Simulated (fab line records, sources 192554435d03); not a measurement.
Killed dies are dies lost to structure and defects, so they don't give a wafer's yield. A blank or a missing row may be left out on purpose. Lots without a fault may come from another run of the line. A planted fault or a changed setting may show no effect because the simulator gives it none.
Chamber matching | flow n5_finfet | N5_BEOL_M3_DEP_57 on pecvd-03: 3 sister chambers
The step deposits SiCN from 3MS/NH3, target thk 8 nm, time 14 s. 3 wafers are shown with their chamber, then 7 later ones without.

WAFERS WITH THEIR CHAMBER
wafer  | chamber | throttle_valve_pct (%)
L078.4 | 2       | 9.6
L086.1 | 1       | 8.7
L086.4 | 0       | 9.2

WAFERS WITHOUT THEIR CHAMBER
wafer  | throttle_valve_pct (%)
L086.5 | 9.7
L094.2 | 9.0
L094.4 | 8.6
L094.5 | 8.7
L096.2 | 9.6
L096.4 | 9.5
L096.6 | 9.1

WHICH CHAMBER EACH WENT THROUGH
wafer  | from the rows above     | in truth
L086.5 | 2                       | 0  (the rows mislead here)
L094.2 | can't be placed: 0 or 1 | 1
L094.4 | 1                       | 1
L094.5 | 1                       | 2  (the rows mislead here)
L096.2 | 2                       | 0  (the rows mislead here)
L096.4 | can't be placed: 2 or 0 | 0
L096.6 | 0                       | 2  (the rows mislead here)
Placed correctly: 1 of 7. Can't be placed from these rows: 2 (the true chamber is among the candidates in 2). Placed wrongly: 4.
How it was worked out, from the rows above alone: a wafer's distance from a chamber is the root of the sum, over the readings, of the square of ((its reading less the chamber's mean) divided by the reading's scatter). The wafer belongs to the nearest chamber; if the next one is less than 2 further off, it can't be placed. A chamber's mean is the mean of its shown wafers. The scatter: with one shown wafer a chamber, the root of the mean of the squares of how far each hidden wafer lies from its nearest shown one.
